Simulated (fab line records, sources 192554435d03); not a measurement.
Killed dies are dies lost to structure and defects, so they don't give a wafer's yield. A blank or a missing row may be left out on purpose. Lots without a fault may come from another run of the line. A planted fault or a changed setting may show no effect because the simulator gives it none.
fab line records | flow n5_finfet | part 2 of 2: steps 5 to 6 of 6
record lots=22 wafers=66 last_day=17
route steps=1938 shown MOL_CONTACT_COAG@628 BEOL_M0_SAQP@639
lots that met no fault: from a run of the same line without faults
start_h: hours from the record's first day to the start of the lot's first wafer shown | wait_h: hours since the lot's step before | " the same as in the row above | L1.1+2: a row that stands for several wafers | - no value, or no start given | * or withheld: withheld | < > ~ a bound
route shown NAME@n: a module of which the file shows steps, and the number in the route of the first | usual: mean/standard deviation of fault-free wafers | same: alike in all rows | chamber/n: place in a boat | sites: the reading at each site | _std_site: their standard deviation | _edge_site: outer sites' mean less inner sites' | radius_mm: how far each site lies from the wafer's centre | mask NAME#n: copy n | behind: the tool/chamber that last shaped the wafer | hold: why the lot was held/for how many hours/how that ended | device: the transistor (n, p or np) that didn't switch | end of line: the same wafers' tests at the end of the route | a step without rows: its recipe alone | killed: dies lost to structure and defects at the first sort, not the wafer's yield | map: a wafer's dies, x killed, . not, _ none there
set.NAME: the setting as run; set.NAME@STEP: as run at that earlier step | model.NAME: the simulator's own value behind a step, which no gauge read
steps of the route over a sample of lots; a table a step, a row a wafer
services: from which hour (start_h, from the record's first day; less than 0 if before it) a tool's chamber was out of use, for how many hours, and why
## steps
# step N5_BEOL_M0_SAQP_STRIP_108
# recipe chemistry=N2/H2 power_w=500 temp_c=40 pressure_mtorr=50 rf_frequency_hz=6e+07 overash_fraction=0.3 bias_power_w=28 h2_frac=0.5 n2_flow_sccm=300 h2_flow_sccm=300
# usual chamber_pressure_mTorr=50.00/0.047 drypump_motor_current_A=5.8/0.53 oes_product_au=0.81/0.077 rf_vpp_V=121.9/1.1 showerhead_plenum_p_Torr=3.39/0.11 throttle_valve_pct=19.0/0.33
# columns lot.wafer tool chamber start_h wait_h chamber_pressure_mTorr drypump_motor_current_A oes_product_au rf_hours_counter_h rf_vpp_V showerhead_plenum_p_Torr throttle_valve_pct
L074.1 rie_diel-01 0 110.38 0.0 49.99 6.8 0.91 35 122.4 3.58 18.7
L074.2 " 1 " " 50.07 5.5 0.90 50 122.4 3.43 18.6
L074.6 " 0 " " 49.98 6.8 0.89 - 122.6 3.58 18.7
L075.2 rie_diel-04 1 119.57 0.0 49.98 5.6 0.80 95 122.2 3.41 19.5
L075.3 " 2 " " 49.99 6.5 0.77 117 121.4 3.25 19.0
L075.6 " 1 " " 50.08 5.6 0.80 - 122.7 3.41 19.5
L078.1 rie_diel-01 1 136.11 0.0 50.03 5.5 0.89 59 124.0 3.42 18.6
L078.2 " 0 " " 49.97 6.8 0.88 44 122.5 3.58 18.7
L078.5 " 0 " " 49.98 6.8 0.87 - 122.9 3.58 18.7
L079.1 rie_diel-04 1 140.18 0.0 50.00 5.6 0.79 102 122.9 3.40 19.5
L079.5 " 3 " " 49.97 5.4 0.69 - 123.0 3.45 18.8
L079.6 " 0 " " 50.05 6.5 0.71 - 122.2 3.48 19.2
L080.1 rie_diel-01 0 146.62 0.0 50.03 6.8 0.88 48 122.9 3.58 18.7
L080.2 " 2 " " 50.00 5.3 0.97 6 122.3 3.29 18.6
L080.6 " 2 " " 50.02 5.3 0.97 - 121.5 3.29 18.6
L081.3 rie_diel-05 2 152.72 0.0 50.00 5.2 0.76 164 121.5 3.36 19.0
L081.4 " 1 " " 49.97 5.8 0.75 143 120.0 3.23 19.2
L081.5 " 0 " " 50.02 5.7 0.80 - 122.5 3.53 18.7
L082.1 rie_diel-01 3 155.55 0.0 49.97 5.2 0.85 44 123.0 3.40 19.2
L082.3 " 1 " " 50.08 5.5 0.88 67 120.8 3.42 18.6
L082.4 " 0 " " 50.02 6.7 0.87 52 123.6 3.57 18.7
L083.4 rie_diel-01 0 159.85 0.0 50.01 6.7 0.87 53 123.6 3.57 18.7
L083.5 " 0 " " 49.99 6.8 0.87 - 123.7 3.57 18.7
L083.6 " 3 " " 50.00 5.2 0.85 - 122.0 3.40 19.3
L084.2 rie_diel-05 3 167.67 0.0 49.99 6.3 0.81 94 120.5 3.37 19.4
L084.4 " 2 " " 49.97 5.2 0.75 168 120.5 3.36 19.0
L084.5 " 3 " " 50.00 6.3 0.81 - 120.8 3.37 19.4
L085.1 rie_diel-05 3 177.18 0.0 50.03 6.3 0.80 97 121.8 3.37 19.4
L085.3 " 1 " " 50.02 5.7 0.74 151 121.6 3.22 19.2
L085.6 " 1 " " 49.87 5.8 0.74 - 118.9 3.22 19.2
L086.2 rie_diel-01 3 184.51 0.0 50.00 5.2 0.85 50 122.5 3.40 19.3
L086.4 " 1 " " 50.04 5.5 0.87 72 123.7 3.41 18.6
L086.6 " 1 " " 49.93 5.5 0.87 - 124.0 3.41 18.6
L087.1 rie_diel-04 1 191.90 0.0 49.91 5.6 0.78 117 122.3 3.39 19.5
L087.3 " 3 " " 50.04 5.4 0.67 247 122.0 3.44 18.9
L087.6 " 0 " " 49.98 6.5 0.69 - 120.9 3.47 19.2
L088.1 rie_diel-05 2 199.37 0.0 50.03 5.2 0.75 177 122.1 3.35 19.0
L088.5 " 1 " " 50.04 5.8 0.73 - 121.1 3.22 19.3
L088.6 " 0 " " 49.94 5.7 0.79 - 124.0 3.52 18.7
L089.3 rie_diel-04 2 202.50 0.0 50.02 6.5 0.73 142 121.4 3.23 19.1
L089.4 " 0 " " 49.92 6.5 0.69 - 122.3 3.47 19.2
L089.5 " 1 " " 49.98 5.6 0.78 - 122.7 3.39 19.5
L090.2 rie_diel-05 1 207.17 0.0 49.90 5.8 0.74 160 121.9 3.22 19.2
L090.5 " 2 " " 50.06 5.2 0.74 - 121.3 3.35 19.0
L090.6 " 1 " " 50.04 5.8 0.74 - 120.8 3.22 19.2
L091.1 rie_diel-05 1 215.23 0.0 50.06 5.8 0.73 162 121.6 3.22 19.2
L091.2 " 0 " " 50.02 5.7 0.79 112 124.8 3.52 18.7
L091.4 " 2 " " 50.01 5.2 0.74 181 121.2 3.35 19.0
L092.2 rie_diel-01 1 220.49 0.0 50.08 5.5 0.85 81 122.9 3.41 18.6
L092.3 " 3 " " 50.01 5.2 0.83 60 122.1 3.40 19.3
L092.4 " 0 " " 50.09 6.7 0.83 67 123.4 3.56 18.7
L093.3 rie_diel-05 3 222.58 0.0 49.98 6.2 0.79 110 121.4 3.36 19.4
L093.4 " 1 " " 50.01 5.8 0.73 165 121.4 3.22 19.2
L093.5 " 0 " " 50.05 5.7 0.78 - 122.2 3.52 18.7
L094.2 rie_diel-01 2 229.43 0.0 50.04 5.3 0.90 27 120.8 3.28 18.7
L094.3 " 0 " " 50.00 6.7 0.85 69 122.4 3.56 18.7
L094.5 " 2 " " 49.99 5.4 0.91 - 121.5 3.28 18.6
L095.4 rie_diel-04 2 238.31 0.0 49.98 6.5 0.73 154 119.6 3.23 19.1
L095.5 " 0 " " 50.04 6.5 0.69 - 120.7 3.46 19.3
L095.6 " 1 " " 49.97 5.5 0.77 - 121.8 3.39 19.6
L096.2 rie_diel-04 2 242.05 0.0 49.95 6.4 0.73 156 120.9 3.23 19.1
L096.3 " 3 " " 50.05 5.4 0.97 3 123.0 3.44 18.4
L096.6 " 1 " " 50.09 5.6 0.76 - 120.7 3.39 19.6
L097.1 rie_diel-01 2 248.55 0.0 50.00 5.3 0.90 33 119.5 3.28 18.7
L097.3 " 1 " " 50.03 5.5 0.84 89 120.0 3.40 18.6
L097.4 " 0 " " 49.95 6.8 0.83 74 122.6 3.56 18.7
# step N5_BEOL_M0_SAQP_MANDREL2_REMOVE_110
# recipe chemistry=HBr/Cl2/O2 bt_time_s=10 target=a-Si stop_on=SiCN endpoint=OES-SiCl over_etch_frac=1 icp_w=600 bias_w=30 HBr_flow_sccm=150 Cl2_flow_sccm=80 O2_flow_sccm=5 pressure_mtorr=10
# usual chamber_pressure_mTorr=9.999/0.0092 drypump_motor_current_A=5.5/0.39 oes_product_au=1.001/0.014 throttle_valve_pct=36.8/0.35
# same over_etch_frac=1
# columns lot.wafer tool chamber start_h wait_h chamber_pressure_mTorr drypump_motor_current_A oes_product_au rf_hours_counter_h throttle_valve_pct
L074.1 rie_si-05 1 111.28 0.1 10.015 6.2 1.018 95 36.8
L074.2 " 2 " " 9.997 5.2 0.993 45 37.2
L074.6 " 0 " " 10.001 5.0 0.986 - 36.8
L075.2 rie_si-01 2 120.61 0.1 10.015 6.0 0.993 2 37.2
L075.3 " 1 " " 9.995 5.8 1.013 184 36.8
L075.6 " 2 " " 10.006 6.0 1.004 - 37.2
L078.1 rie_si-05 3 137.00 0.1 10.005 5.6 1.007 5 37.1
L078.2 " 2 " " 9.995 5.2 0.979 45 37.2
L078.5 " 2 " " 10.000 5.2 0.992 - 37.2
L079.1 rie_si-03 0 141.06 0.1 9.985 5.1 1.009 5 36.0
L079.5 " 0 " " 9.993 5.1 1.002 - 36.0
L079.6 " 3 " " 10.008 5.6 0.997 - 36.7
L080.1 rie_si-03 0 147.47 0.1 9.993 5.1 1.012 6 36.0
L080.2 " 2 " " 9.989 5.5 1.039 9 37.3
L080.6 " 0 " " 10.003 5.1 1.007 - 36.0
L081.3 rie_si-01 3 153.57 0.1 9.993 5.1 1.018 6 36.6
L081.4 " 0 " " 10.018 5.7 0.981 81 36.8
L081.5 " 1 " " 9.982 5.8 1.007 - 36.8
L082.1 rie_si-05 2 157.66 0.1 10.008 5.2 0.986 46 37.2
L082.3 " 3 " " 10.005 5.6 1.001 6 37.1
L082.4 " 0 " " 10.003 5.0 0.985 87 36.8
L083.4 rie_si-01 0 161.75 0.1 9.990 5.7 0.987 81 36.7
L083.5 " 0 " " 10.013 5.7 0.996 - 36.8
L083.6 " 3 " " 9.990 5.1 1.025 - 36.6
L084.2 rie_si-05 2 168.52 0.1 10.007 5.2 0.987 46 37.2
L084.4 " 3 " " 9.977 5.7 0.998 6 37.1
L084.5 " 0 " " 9.998 5.0 0.979 - 36.8
L085.1 rie_si-03 3 178.03 0.1 10.023 5.5 0.990 150 36.7
L085.3 " 2 " " 10.003 5.5 1.031 9 37.3
L085.6 " 2 " " 10.009 5.5 1.032 - 37.3
L086.2 rie_si-05 3 185.65 0.1 9.985 5.6 1.005 6 37.1
L086.4 " 2 " " 9.993 5.2 0.989 46 37.2
L086.6 " 1 " " 9.995 6.3 1.007 - 36.8
L087.1 rie_si-03 1 192.77 0.1 9.987 5.4 0.993 124 36.5
L087.3 " 0 " " 9.995 5.1 1.005 6 36.0
L087.6 " 2 " " 10.006 5.5 1.027 - 37.3
L088.1 rie_si-05 2 200.32 0.1 9.995 5.2 0.988 46 37.2
L088.5 " 2 " " 9.976 5.2 0.982 - 37.2
L088.6 " 1 " " 9.982 6.2 1.002 - 36.8
L089.3 rie_si-03 3 203.34 0.1 10.003 5.6 0.992 151 36.7
L089.4 " 2 " " 10.010 5.5 1.022 10 37.3
L089.5 " 3 " " 9.997 5.5 0.993 - 36.7
L090.2 rie_si-03 3 208.01 0.1 9.992 5.5 0.998 151 36.7
L090.5 " 1 " " 9.984 5.4 0.984 - 36.5
L090.6 " 0 " " 10.002 5.0 1.008 - 36.0
L091.1 rie_si-03 0 216.07 0.1 9.997 5.1 1.002 7 36.0
L091.2 " 2 " " 10.009 5.5 1.016 10 37.3
L091.4 " 1 " " 9.997 5.3 0.989 124 36.5
L092.2 rie_si-01 2 221.74 0.1 10.004 6.0 0.993 3 37.2
L092.3 " 3 " " 9.992 5.1 1.020 7 36.6
L092.4 " 1 " " 10.004 5.8 1.010 186 36.8
L093.3 rie_si-03 3 224.00 0.1 10.019 5.5 1.001 151 36.7
L093.4 " 1 " " 9.991 5.3 0.989 124 36.5
L093.5 " 3 " " 10.002 5.6 1.003 - 36.7
L094.2 rie_si-05 1 230.27 0.1 9.997 6.2 1.018 97 36.8
L094.3 " 0 " " 9.988 5.0 0.994 89 36.8
L094.5 " 2 " " 10.011 5.2 0.995 - 37.2
L095.4 rie_si-01 3 239.31 0.1 10.005 5.1 1.016 - 36.6
L095.5 " 0 " " 9.997 5.7 0.977 - 36.8
L095.6 " 2 " " 10.013 6.0 0.983 - 37.2
L096.2 rie_si-01 3 242.89 0.1 9.987 5.1 1.011 8 36.6
L096.3 " 0 " " 10.001 5.7 0.982 83 36.7
L096.6 " 0 " " 9.991 5.7 0.979 - 36.8
L097.1 rie_si-01 0 249.48 0.1 10.003 5.6 0.984 83 36.8
L097.3 " 3 " " 10.001 5.1 1.011 8 36.6
L097.4 " 2 " " 9.982 6.0 0.991 - 37.2
## services
# columns tool chamber start_h hours kind
rie_diel-05 1 95.99 7.9 repair
rie_diel-01 2 104.60 - clean
rie_diel-01 2 104.60 - consumable_replace:focus_ring
rie_diel-01 2 104.60 26.7 scheduled_down
rie_diel-01 2 104.60 26.7 vent_cycle
rie_diel-01 3 108.65 45.3 repair
rie_diel-05 0 121.56 1.7 repair
rie_diel-04 3 202.30 - clean
rie_diel-04 3 202.30 - consumable_replace:focus_ring
rie_diel-04 3 202.30 28.8 scheduled_down
rie_diel-04 3 202.30 28.8 vent_cycle
rie_si-03 2 206.35 2.8 repair
rie_diel-01 - 206.39 0.5 repair
rie_si-01 1 226.85 - clean
rie_si-01 1 226.85 26.0 scheduled_down
rie_si-01 1 226.85 26.0 vent_cycle
rie_diel-04 0 239.05 - clean
rie_diel-04 0 239.05 - consumable_replace:focus_ring
rie_diel-04 0 239.05 24.7 scheduled_down
rie_diel-04 0 239.05 24.7 vent_cycle
rie_si-05 3 245.57 2.2 repair
